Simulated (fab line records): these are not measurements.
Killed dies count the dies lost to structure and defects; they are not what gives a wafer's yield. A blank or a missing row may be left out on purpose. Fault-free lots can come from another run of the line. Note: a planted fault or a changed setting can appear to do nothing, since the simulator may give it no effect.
Matching of chambers -- flow nandHarc -- NHARC_A_CONTACT_ETCH_106 on rieDiel-10: 4 sister chambers
The step etches the open film in CF4/O2, target depth 90 nm, overetch 9 nm, time 49.5 s. 16 wafers are shown with their chamber, then 8 later ones without.

## WAFERS, EACH WITH ITS CHAMBER
wafer,chamber,showerheadPlenumPTorr (Torr),rfVppV (V),oesProductAu (a.u.)
L901.1,1,1.37,196.8,1.006
L901.5,2,1.26,195.4,1.001
L901.6,1,1.37,199.9,1.005
L903.1,1,1.37,197.6,0.997
L903.4,3,1.27,196.3,0.996
L903.6,0,1.41,198.4,1.002
L913.3,2,1.25,196.0,0.984
L913.4,3,1.26,197.4,0.987
L913.5,2,1.25,196.6,0.995
L914.2,2,1.25,196.1,0.986
L914.4,1,1.36,198.3,1.006
L914.5,1,1.36,198.3,1.003
L918.3,2,1.25,195.4,1.003
L918.4,3,1.26,196.1,0.989
L918.6,0,1.40,200.5,1.019
L921.1,1,1.36,198.2,1.000

SIGNATURES (averages over the wafers above)
reading,chamber 0,chamber 1,chamber 2,chamber 3,scatter within a chamber
showerheadPlenumPTorr,1.4050,1.3650,1.2520,1.2633,0.00537
rfVppV,199.450,198.183,195.900,196.600,0.888
oesProductAu,1.01050,1.00283,0.99380,0.99067,0.00677
Rule: distance of a wafer from a chamber = root of the sum over the readings of ((wafer's reading minus chamber's mean) / reading's scatter) squared. The wafer belongs to the nearest chamber; if the next one is less than 2 further off, it can't be placed. The scatter is the square root of a quotient: the sum, over the shown wafers, of each reading's squared deviation from its chamber's mean, divided by wafers minus chambers.

## WAFERS WITHOUT THEIR CHAMBER
wafer,showerheadPlenumPTorr (Torr),rfVppV (V),oesProductAu (a.u.)
L921.2,1.40,200.0,0.997
L921.4,1.25,194.9,0.987
L920.4,1.26,197.3,0.981
L920.5,1.36,196.6,1.001
L920.6,1.40,198.2,0.998
L923.4,1.40,198.0,1.005
L923.5,1.40,198.9,1.002
L923.6,1.36,197.9,1.001

## WHICH CHAMBER EACH ONE RAN IN
wafer,from the rows above,in truth
L921.2,0,0
L921.4,can't be placed: 2 or 3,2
L920.4,can't be placed: 3 or 2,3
L920.5,1,1
L920.6,0,0
L923.4,0,0
L923.5,0,0
L923.6,1,1
Correctly placed: 6 of 8. From these rows, 2 cannot be placed; in 2 the true chamber is one of the candidates. Placed wrongly: 0.
